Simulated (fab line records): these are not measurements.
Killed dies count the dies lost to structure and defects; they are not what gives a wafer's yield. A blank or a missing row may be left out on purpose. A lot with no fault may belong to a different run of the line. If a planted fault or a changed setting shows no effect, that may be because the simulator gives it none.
Chamber matching | flow n5 finfet | N5_BEOL_M0_SAQP_SPACER2_ALD_26 on ald sin-01 has 4 sister chambers
The step deposits SiO2, target thk 15 nm, pulse time 1 s, purge time 2 s. 4 wafers are shown with their chamber, then 9 later ones without.

EACH WAFER AND ITS CHAMBER
wafer  | chamber | heater power w (W)
L083.5 | 1       | 408
L086.3 | 2       | 446
L086.4 | 0       | 437
L086.5 | 3       | 516

WAFERS MISSING THEIR CHAMBER
wafer  | heater power w (W)
L087.1 | 405
L087.4 | 432
L087.5 | 410
L091.3 | 434
L091.4 | 412
L091.6 | 507
L094.1 | 439
L094.2 | 402
L094.3 | 502

THE CHAMBER EACH PASSED THROUGH
wafer  | from the rows above     | in truth
L087.1 | 1                       | 1
L087.4 | can't be placed: 0 or 2 | 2
L087.5 | 1                       | 1
L091.3 | can't be placed: 0 or 2 | 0
L091.4 | 1                       | 1
L091.6 | 3                       | 3
L094.1 | can't be placed: 0 or 2 | 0
L094.2 | 1                       | 1
L094.3 | 3                       | 3
Correct placement for 6 of the 9. Cannot be placed on the basis of these rows: 3; the candidates contain the true chamber in 3. 0 placed wrongly.
How it was worked out, from the rows above alone: a wafer's distance from a chamber is the root of the sum, over the readings, of the square of ((its reading less the chamber's mean) divided by the reading's scatter). If the next closest chamber is less than 2 further off than the closest, the wafer can't be placed; otherwise it belongs to the closest. For every chamber, the mean is computed from those of its wafers that are shown. The scatter (one wafer shown for each chamber): square how far every hidden wafer sits from the nearest shown wafer, average those squares and take the square root.
